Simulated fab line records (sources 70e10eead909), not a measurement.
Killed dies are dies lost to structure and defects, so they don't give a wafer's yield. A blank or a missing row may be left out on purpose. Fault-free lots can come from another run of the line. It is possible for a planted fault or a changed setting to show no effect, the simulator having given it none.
Which tool did it? -- flow nand-harc -- 14 lots with 41 wafers sampled at 6 steps, on a route of 1302 steps

## WHAT THE GAUGES SHOWED, per wafer
NHARC_A_SOURCE_PLATE_THK_MEAS_09: measures by ellipsometry. Usual: 9.8 nm for thk-nm, sd 1.1.
lot,measured,on,thk-nm (nm),flag
L261,day 7 12:18,film-metro-02,8.8 9.9 10.9,
L263,day 8 02:37,film-metro-01,9.1 9.1 10.8,
L262,day 8 02:37,film-metro-02,9.0 7.4 7.3,
L271,day 11 10:02,film-metro-01,10.5 9.5,
L272,day 11 14:02,film-metro-01,7.9 11.3 9.6,
L274,day 12 11:27,film-metro-01,8.8 8.8 9.9,
L275,day 13 07:16,film-metro-01,10.0 8.5 9.4,
L276,day 13 07:16,film-metro-02,10.5 8.5 11.4,
L277,day 13 20:19,film-metro-02,9.8 8.4 11.2,
L279,day 15 06:41,film-metro-01,8.3 10.2 10.4,
L280,day 15 06:41,film-metro-02,10.4 7.4 9.2,
L281,day 15 15:46,film-metro-02,11.3 10.3 9.4,
L283,day 16 10:33,film-metro-01,10.7 9.5 9.3,
L284,day 16 22:55,film-metro-01,8.3 10.6 9.7,

NHARC_A_ONON_D1_THK_MEAS_02: measures by ellipsometry. Usual: 998 nm for thk-nm, sd 7.2.
lot,measured,on,thk-nm (nm),flag
L261,day 8 01:30,film-metro-02,997 998 1000,
L263,day 8 16:18,film-metro-02,1001 1002 1001,
L262,day 8 16:18,film-metro-01,1004 1006 1006,
L271,day 11 23:35,film-metro-02,1000 1002,
L272,day 12 03:44,film-metro-01,1002 1004 1004,
L274,day 13 01:11,film-metro-01,998 997 1001,
L275,day 13 23:05,film-metro-01,1004 1004 1004,
L276,day 13 23:02,film-metro-02,993 994 993,
L277,day 14 10:11,film-metro-01,993 991 993,
L279,day 15 20:15,film-metro-01,997 997 995,
L280,day 15 20:16,film-metro-02,1012 1012 1012,
L281,day 16 05:25,film-metro-01,992 990 992,
L283,day 16 23:35,film-metro-01,992 992 993,
L284,day 17 13:28,film-metro-01,982 981 983,

NHARC_A_ONON_D1_THK_MEAS_30: measures by ellipsometry. Usual: 1002 nm for thk-nm, sd 9.8.
lot,measured,on,thk-nm (nm),flag
L261,day 8 13:45,film-metro-01,1016 1018 1016,
L263,day 9 07:16,film-metro-01,1008 1008 1007,
L262,day 9 07:29,film-metro-01,989 988 990,
L271,day 12 11:53,film-metro-02,1000 632,OFF
L272,day 12 17:29,film-metro-01,1004 1003 636,OFF
L274,day 13 13:31,film-metro-02,1006 634 1005,OFF
L275,day 14 12:35,film-metro-01,1004 1005 1002,
L276,day 14 12:37,film-metro-02,996 996 995,
L277,day 14 22:52,film-metro-02,1001 1001 1002,
L279,day 16 08:41,film-metro-01,999 999 996,
L280,day 16 08:32,film-metro-02,992 993 994,
L281,day 16 17:50,film-metro-01,996 997 997,
L283,day 17 13:04,film-metro-01,991 993 990,
L284,day 18 02:19,film-metro-01,1011 1011 1011,

NHARC_END_SORT_01. Usual: killed-at-array 58, standard deviation 20; killed-at-other 0.9, standard deviation 1.4; killed-at-periphery 4, standard deviation 3.1; killed-dies 63, standard deviation 20; killed-open 3.3, standard deviation 1.8; killed-short 2.4, standard deviation 1.5.
lot,measured,on,killed-at-array,killed-at-other,killed-at-periphery,killed-dies,killed-open,killed-short,flag
L271,day 29 02:30,prober-01,76 672,0 1,2 4,78 677,5 2,5 0,OFF
L272,day 29 16:34,prober-01,65 59 665,0 0 1,4 4 11,69 63 677,7 1 2,3 2 4,OFF
L274,day 31 04:09,prober-01,64 671 74,1 0 1,3 6 3,68 677 78,5 2 4,4 0 4,OFF
L275,day 31 12:49,prober-01,37 42,1 0,2 2,40 44,0 4,1 3,

## WHICH TOOL RAN EACH LOT (tool, then ch and the chambers of the sampled wafers, then the start)
lot,NHARC_A_ONON_D1_DEP_28,NHARC_A_CHANNEL_HOLE_D1_DEP_00
L261,"pecvd-onon-02 ch 0, day 8 13:18","acl-dep-03 ch 0, day 8 15:35"
L263,"pecvd-onon-03 ch 0, day 9 06:49","acl-dep-02 ch 0, day 9 08:13"
L262,"pecvd-onon-04 ch 0, day 9 07:05","acl-dep-01 ch 0, day 9 10:01"
L271,"pecvd-onon-03 ch 0, day 12 11:26","acl-dep-02 ch 0, day 12 12:52"
L272,"pecvd-onon-03 ch 0, day 12 17:01","acl-dep-02 ch 0, day 12 18:24"
L274,"pecvd-onon-03 ch 0, day 13 13:07","acl-dep-01 ch 0, day 13 18:44"
L275,"pecvd-onon-04 ch 0, day 14 12:11","acl-dep-03 ch 0, day 14 16:04"
L276,"pecvd-onon-02 ch 0, day 14 12:07","acl-dep-02 ch 0, day 14 16:52"
L277,"pecvd-onon-02 ch 0, day 14 22:25","acl-dep-02 ch 0, day 15 01:56"
L279,"pecvd-onon-03 ch 0, day 16 08:21","acl-dep-02 ch 0, day 16 11:27"
L280,"pecvd-onon-04 ch 0, day 16 08:12","acl-dep-01 ch 0, day 16 10:07"
L281,"pecvd-onon-03 ch 0, day 16 17:19","acl-dep-03 ch 0, day 17 00:01"
L283,"pecvd-onon-04 ch 0, day 17 12:37","acl-dep-01 ch 0, day 17 16:38"
L284,"pecvd-onon-02 ch 0, day 18 01:48","acl-dep-02 ch 0, day 18 02:55"
- NHARC_A_ONON_D1_DEP_28: target thk 1000 nm.
- NHARC_A_CHANNEL_HOLE_D1_DEP_00: deposits aC, target thk 3100 nm.

## AS READ BY THE TOOLS THEMSELVES (means over the sampled wafers that have a number; for cases with no such wafer, the mark the record gives instead)
NHARC_A_CHANNEL_HOLE_D1_DEP_00. Usual: 35.000 % for throttle-valve-pct, sd 0.0093.
lot,tool,throttle-valve-pct (%),flag
L261,acl-dep-03,35.007,
L263,acl-dep-02,34.998,
L262,acl-dep-01,34.996,
L271,acl-dep-02,34.999,
L272,acl-dep-02,34.989,
L274,acl-dep-01,34.996,
L275,acl-dep-03,35.006,
L276,acl-dep-02,35.006,
L277,acl-dep-02,34.996,
L279,acl-dep-02,34.996,
L280,acl-dep-01,34.999,
L281,acl-dep-03,35.013,
L283,acl-dep-01,34.995,
L284,acl-dep-02,34.992,

## THE ANSWER, worked out from the rows above alone
Rule: take the mean of a lot's wafers that have a number; if it is more than 3 standard deviations from the usual mean, the lot is off. A lot without any number at a reading at which 4 lots or more have one is off too. The other lots that the step has rows for count as sound. First the gauges in route order, then the tools' own readings, where a lot's mean is used as printed above. The first step at which some lot is off is used, and at that step the reading that is off furthest; a lot without a number counts as furthest.
Off: L271, L272, L274, at NHARC_A_ONON_D1_THK_MEAS_30 (thk-nm).
If a tool, at a process step before that reading, ran all the lots that are off and no sound lot after the first of them, it fits. The gauges at NHARC_A_ONON_D1_THK_MEAS_30 aren't tried: what is off there is off at NHARC_END_SORT_01 too, on other tools, and a gauge's error can't cause that. Of those tried, none fits.

## WHAT WAS PUT IN BY THE SIMULATOR
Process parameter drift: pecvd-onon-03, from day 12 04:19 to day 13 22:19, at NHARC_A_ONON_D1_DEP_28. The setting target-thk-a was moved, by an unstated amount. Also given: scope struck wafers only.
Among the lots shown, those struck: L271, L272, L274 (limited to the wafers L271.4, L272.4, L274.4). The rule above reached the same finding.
